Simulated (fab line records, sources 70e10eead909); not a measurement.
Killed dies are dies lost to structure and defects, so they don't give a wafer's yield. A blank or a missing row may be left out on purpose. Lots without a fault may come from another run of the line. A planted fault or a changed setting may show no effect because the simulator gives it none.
Tool commonality check | flow nand_harc | 2 lots, 6 wafers sampled

WHY IT WAS OPENED
At NHARC_END_SORT_01 the reading killed_dies is flagged on 2 of 2 lots. Wafers without a fault read 31, standard deviation 10.
Rule: a lot is flagged when every wafer of it that has a number lies more than 4 standard deviations from that mean, or none has a number. The other lots count as sound.

lot  | measured     | on        | killed_dies, wafer by wafer | flag
L667 | day 23 11:35 | prober-02 | 130 129 92                  | FLAGGED
L665 | day 24 01:24 | prober-01 | 124 72 139                  | FLAGGED
The numbers of the flagged lots are 114 on average: +83 against the usual, or +8 standard deviations.

WHICH TOOL RAN EACH LOT
The record holds 3 process steps before the reading, out of a route of 1159 steps. In each cell: the tool, then ch and the chambers that the sampled wafers went through, then the start.
lot  | flag    | NHARC_A_STAIRCASE_STRIP_476        | NHARC_THIN_TSV_STRIP_62              | NHARC_THIN_TSV_PVD_51
L667 | FLAGGED | rie_diel-06 ch 0,2,3, day 15 10:12 | plasma_asher-01 ch 1, day 22 23:35   | pvd_sputter-03, day 23 08:32 or earlier
L665 | FLAGGED | rie_diel-06 ch 0,1, day 15 13:26   | plasma_asher-01 ch 0,1, day 23 08:18 | pvd_sputter-03, day 23 22:24 or earlier
What these steps do:
- NHARC_A_STAIRCASE_STRIP_476: strips in O2, time 20 s.
- NHARC_THIN_TSV_STRIP_62: strips in N2/H2, time 20 s.
- NHARC_THIN_TSV_PVD_51: deposits Cu, target thk 100 nm.
- NHARC_END_SORT_01

FLAGGED OVER TOTAL, TOOL BY TOOL (the gauges that took the reading come last)
step                        | tool            | lots run | flagged | share of the flagged lots | sound lots run after its first flagged lot
NHARC_A_STAIRCASE_STRIP_476 | rie_diel-06     | 2        | 2       | all                       | 0
NHARC_THIN_TSV_STRIP_62     | plasma_asher-01 | 2        | 2       | all                       | 0
NHARC_THIN_TSV_PVD_51       | pvd_sputter-03  | 2        | 2       | all                       | 0
NHARC_END_SORT_01           | prober-01       | 1        | 1       | some                      | 0
NHARC_END_SORT_01           | prober-02       | 1        | 1       | some                      | 0
NHARC_THIN_TSV_PVD_51 gives no start for some lots, so the hours and the order of its lots are those of NHARC_END_WLT_00.

WHAT THE TABLE ALLOWS
3 rows of the table ran every flagged lot: rie_diel-06 at NHARC_A_STAIRCASE_STRIP_476, plasma_asher-01 at NHARC_THIN_TSV_STRIP_62, pvd_sputter-03 at NHARC_THIN_TSV_PVD_51.
- rie_diel-06 at NHARC_A_STAIRCASE_STRIP_476: 2 of its 2 lots flagged. It ran no sound lot before its first flagged lot in this sample, so the start can't be narrowed down.
- plasma_asher-01 at NHARC_THIN_TSV_STRIP_62: 2 of its 2 lots flagged. It ran no sound lot before its first flagged lot in this sample, so the start can't be narrowed down.
- pvd_sputter-03 at NHARC_THIN_TSV_PVD_51: 2 of its 2 lots flagged. It ran no sound lot before its first flagged lot in this sample, so the start can't be narrowed down.
Counting lots can't tell these 3 tools apart, because each fits a fault that began at some hour. More lots, or a look at what each step does to the wafer, might.

WHAT THE SIMULATOR HAD PUT IN
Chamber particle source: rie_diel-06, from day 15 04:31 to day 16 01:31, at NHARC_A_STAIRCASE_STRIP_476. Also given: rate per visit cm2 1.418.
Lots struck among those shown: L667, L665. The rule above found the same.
